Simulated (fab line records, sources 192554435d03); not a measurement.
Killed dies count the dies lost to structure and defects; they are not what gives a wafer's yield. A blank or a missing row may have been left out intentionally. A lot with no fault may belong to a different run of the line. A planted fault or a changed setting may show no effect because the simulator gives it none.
Split-lot study    flow n5_finfet    21 wafers read from 7 lots, route of 1938 steps

THE SPLIT ITSELF
At N5_MIM_BOT_ETCH_ETCH_00 (etches TiN in Cl2/BCl3, target depth 45.5 nm), the setting bias_w was moved away from the recipe's 126 W on 10 of the 21 wafers read, by -12.5% to +14.4%. The other wafers ran this setting at the recipe's value.

Reading taken at the split's own step.

THE READING
etch.depth_nm (the simulator's own value, which no gauge read), in nm, at N5_MIM_BOT_ETCH_ETCH_00 (etches TiN in Cl2/BCl3, target depth 45.5 nm). The file gives no usual value for it. The 11 wafers here that ran the recipe average 46.41 nm, standard deviation 0.55 nm.

wafer   tool, chamber at the split  bias_w as run, W  against the recipe  etch.depth_nm, nm  against lot-mates on the recipe
L074.1  rie_metal-01, 1             142.4             +13.0%              48.46              +2.27
L074.2  rie_metal-01, 0             142.4             +13.0%              48.15              +1.96
L074.3  rie_metal-01, 1             126               recipe              46.19              -
L083.2  rie_metal-02, 0             126               recipe              46.58              -
L083.3  rie_metal-02, 1             110.3             -12.5%              45.01              -1.73
L083.6  rie_metal-02, 1             126               recipe              46.91              -
L090.3  rie_metal-01, 0             144.1             +14.4%              48.12              +2.52
L090.4  rie_metal-01, 1             144.1             +14.4%              47.4               +1.80
L090.5  rie_metal-01, 1             126               recipe              45.6               -
L092.1  rie_metal-03, 0             126               recipe              47.16              -
L092.2  rie_metal-03, 1             126               recipe              46.87              -
L092.3  rie_metal-03, 0             126               recipe              47                 -
L089.1  rie_metal-02, 1             126               recipe              45.82              -
L089.2  rie_metal-02, 0             116.6             -7.5%               45.21              -0.61
L089.3  rie_metal-02, 1             116.6             -7.5%               44.39              -1.43
L093.3  rie_metal-02, 0             126               recipe              46.82              -
L093.4  rie_metal-02, 1             110.3             -12.5%              43.77              -2.56
L093.5  rie_metal-02, 1             126               recipe              45.85              -
L095.4  rie_metal-01, 1             142.4             +13.0%              48.09              +2.35
L095.5  rie_metal-01, 0             142.4             +13.0%              47.9               +2.16
L095.6  rie_metal-01, 1             126               recipe              45.74              -

FIT RESULTS
A straight line over all 21 wafers: etch.depth_nm changes by +0.139 nm for each +1% of bias_w; r = +0.91; the points scatter about the line by 0.57 nm.
The same after taking each lot's own level away (the mean of its wafers on the recipe; 21 wafers): +0.162 nm for each +1%; r = +0.98; scatter 0.31 nm.
The reading moves by 2.3 nm for the largest change in bias_w, on that fit.
The lots' own levels span 45.600 to 47.010 nm, that is 2.5 times the standard deviation above.
Hence the slope depends on the lot-to-lot level, as the two fits are not the same.
Check: for one of the wafers moved furthest among these (+14.4%), held out of the fit, the line's prediction against its lot-mates is +2.29 nm. It came out at +2.52 nm against them.

OTHER SPLITS APPLIED TO THESE WAFERS
Before the reading, these wafers also passed through other splits. Each is held against what the fit with the lots' levels taken away leaves over:
other split on the same wafers     wafers away from the commonest value  r with etch.depth_nm (lot level and that fit taken away)
N5_BEOL_M11_EXPOSE_25 dose_mj      6                                     +0.02
N5_BEOL_M13_COAT_65 spin_rpm       9                                     -0.05
N5_BEOL_M13_EXPOSE_25 dose_mj      6                                     -0.22
N5_BEOL_M14_ETCH_68 time_s         4                                     +0.00
N5_BEOL_M15_TRENCH_ETCH_34 bias_w  10                                    -0.09
N5_MIM_BOT_ETCH_ETCH_04 time_s     9                                     +0.00

THE FILE'S OWN FIT
etch.depth_nm changes by +0.164 nm for each +1% of bias_w, r = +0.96.
